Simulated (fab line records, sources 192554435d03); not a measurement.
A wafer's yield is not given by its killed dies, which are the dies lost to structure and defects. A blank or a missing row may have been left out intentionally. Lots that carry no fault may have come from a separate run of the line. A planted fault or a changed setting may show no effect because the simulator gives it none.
The tool behind it: which one? :: flow n5-finfet :: Sampling: 12 lots, 36 wafers, 4 of 1938 route steps

## WHAT THE GAUGES SHOWED, per wafer
N5_BEOL_M13_CD_MEAS_10 targets a cd of 190 nm.
lot: L075
measured: day 11 02:28
on: cd-sem-03
cd-nm (nm): 192.8 191.1 190.8

lot: L077
measured: day 11 08:34
on: cd-sem-03
cd-nm (nm): 191.4 193.0 190.3

lot: L079
measured: day 11 16:56
on: cd-sem-01
cd-nm (nm): 189.4 191.9 189.7

lot: L081
measured: day 12 11:49
on: cd-sem-02
cd-nm (nm): 192.8 192.2 193.1

lot: L084
measured: day 13 09:14
on: cd-sem-03
cd-nm (nm): 192.0 189.9 190.9

lot: L083
measured: day 13 13:19
on: cd-sem-03
cd-nm (nm): 189.3 190.9 192.2

lot: L087
measured: day 14 03:29
on: cd-sem-01
cd-nm (nm): 191.4 192.0 192.0

lot: L089
measured: day 14 13:48
on: cd-sem-03
cd-nm (nm): 192.3 190.3 192.0

lot: L091
measured: day 15 07:14
on: cd-sem-03
cd-nm (nm): 192.7 191.2 190.7

lot: L094
measured: day 15 15:10
on: cd-sem-02
cd-nm (nm): 191.4 193.7 188.5

lot: L095
measured: day 16 01:19
on: cd-sem-01
cd-nm (nm): 188.9 190.8 189.1

lot: L097
measured: day 16 11:45
on: cd-sem-01
cd-nm (nm): 190.9 188.9 191.0

## TOOL THAT RAN EACH LOT (tool first, then ch and the chambers of the sampled wafers, then the start)
lot: L075
N5_BEOL_M11_CURE_72: uv-cure-03 ch 0, day 10 12:14
N5_BEOL_M11_SPUTTER_48: pvd-sputter-01, day 10 13:37
N5_BEOL_M12_DEGAS_41: pvd-sputter-01, day 10 23:13

lot: L077
N5_BEOL_M11_CURE_72: uv-cure-03 ch 2, day 10 22:39
N5_BEOL_M11_SPUTTER_48: pvd-sputter-01, day 11 01:25
N5_BEOL_M12_DEGAS_41: pvd-sputter-02, day 11 06:46

lot: L079
N5_BEOL_M11_CURE_72: uv-cure-03 ch 0, day 11 05:45
N5_BEOL_M11_SPUTTER_48: pvd-sputter-02, day 11 07:13
N5_BEOL_M12_DEGAS_41: pvd-sputter-01, day 11 14:47

lot: L081
N5_BEOL_M11_CURE_72: uv-cure-01 ch 0, day 12 05:19
N5_BEOL_M11_SPUTTER_48: pvd-sputter-02, day 12 06:27
N5_BEOL_M12_DEGAS_41: pvd-sputter-02, day 12 10:04

lot: L084
N5_BEOL_M11_CURE_72: uv-cure-02 ch 0, day 12 22:38
N5_BEOL_M11_SPUTTER_48: pvd-sputter-02, day 13 00:19
N5_BEOL_M12_DEGAS_41: pvd-sputter-02, day 13 07:21

lot: L083
N5_BEOL_M11_CURE_72: uv-cure-01 ch 1, day 13 01:05
N5_BEOL_M11_SPUTTER_48: pvd-sputter-01, day 13 03:09
N5_BEOL_M12_DEGAS_41: pvd-sputter-02, day 13 11:27

lot: L087
N5_BEOL_M11_CURE_72: uv-cure-03 ch 1, day 13 19:59
N5_BEOL_M11_SPUTTER_48: pvd-sputter-02, day 13 21:12
N5_BEOL_M12_DEGAS_41: pvd-sputter-02, day 14 01:16

lot: L089
N5_BEOL_M11_CURE_72: uv-cure-03 ch 1, day 14 04:05
N5_BEOL_M11_SPUTTER_48: pvd-sputter-01, day 14 05:55
N5_BEOL_M12_DEGAS_41: pvd-sputter-03, day 14 11:53

lot: L091
N5_BEOL_M11_CURE_72: uv-cure-02 ch 2, day 14 17:44
N5_BEOL_M11_SPUTTER_48: pvd-sputter-02, day 14 18:59
N5_BEOL_M12_DEGAS_41: pvd-sputter-02, day 15 05:11

lot: L094
N5_BEOL_M11_CURE_72: uv-cure-03 ch 1, day 15 06:13
N5_BEOL_M11_SPUTTER_48: pvd-sputter-03, day 15 07:18
N5_BEOL_M12_DEGAS_41: pvd-sputter-03, day 15 13:18

lot: L095
N5_BEOL_M11_CURE_72: uv-cure-01 ch 0, day 15 16:15
N5_BEOL_M11_SPUTTER_48: pvd-sputter-03, day 15 17:29
N5_BEOL_M12_DEGAS_41: pvd-sputter-01, day 15 23:28

lot: L097
N5_BEOL_M11_CURE_72: uv-cure-02 ch 0, day 16 00:58
N5_BEOL_M11_SPUTTER_48: pvd-sputter-01, day 16 03:02
N5_BEOL_M12_DEGAS_41: pvd-sputter-01, day 16 09:53
- N5_BEOL_M11_CURE_72: cures SiCOH lowk, time 120 s.
- N5_BEOL_M11_SPUTTER_48: material Cu, target thk 12 nm, time 2 s.
- N5_BEOL_M12_DEGAS_41: time 60 s.

## THE ANSWER, worked out from the rows above alone
Rule: the lots themselves supply what counts as usual. Put in order of their means at a reading, lots are off if they are a third of the lots or fewer, leave a main group of 4 or more, and stand apart from it by a gap of 3 or more times the standard deviation of the main group's means; of several such gaps the widest counts. Not used: any main group whose means are identical at the precision the tables above print for the reading. A lot without any number at a reading at which 4 lots or more have one is off too. All remaining lots with rows at the step are treated as sound.
Across all readings shown, no lot is off: no conclusion can be drawn from this.

## WHAT WAS PUT IN BY THE SIMULATOR
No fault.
